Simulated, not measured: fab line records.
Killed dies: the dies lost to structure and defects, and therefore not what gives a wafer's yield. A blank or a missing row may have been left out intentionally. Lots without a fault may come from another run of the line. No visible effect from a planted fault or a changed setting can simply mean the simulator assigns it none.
Chamber matching -- flow nand harc -- NHARC_A_DECK1_JOINT_CMP_02 on cmp-02 has 3 sister chambers
The step polishes SiOx. 14 wafers are shown with their chamber, then 4 later ones without.

== WAFERS, EACH WITH ITS CHAMBER ==
wafer,chamber,motor current A (A)
L560.3,0,13.6
L560.4,2,15.4
L560.6,0,13.1
L569.2,2,15.2
L569.5,0,13.4
L569.6,1,12.5
L570.1,1,12.0
L570.4,2,14.9
L570.6,1,12.6
L572.2,1,12.3
L572.5,1,12.1
L572.6,0,13.6
L579.4,2,14.5
L579.5,2,14.7

SIGNATURES (averages over the wafers above)
reading,chamber 0,chamber 1,chamber 2,scatter within a chamber
motor current A,13.425,12.300,14.940,0.295
Rule: a wafer's distance from a chamber is the root of the sum, over the readings, of the square of ((its reading less the chamber's mean) divided by the reading's scatter). If the next closest chamber is less than 2 further off than the closest, the wafer can't be placed; otherwise it belongs to the closest. How the scatter is found: for the shown wafers, subtract from each reading the mean of its chamber, square and add these, divide the total by (wafers less chambers), then take the root.

== WAFERS WHOSE CHAMBER IS MISSING ==
wafer,motor current A (A)
L581.1,14.6
L581.4,12.9
L581.6,15.3
L582.6,14.1

== WHICH CHAMBER EACH WENT THROUGH ==
wafer,from the rows above,in truth
L581.1,2,2
L581.4,can't be placed: 0 or 1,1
L581.6,2,2
L582.6,can't be placed: 0 or 2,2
Correctly placed: 2 of 4. These rows do not allow placing 2 (true chamber among the candidates in 2). 0 placed wrongly.
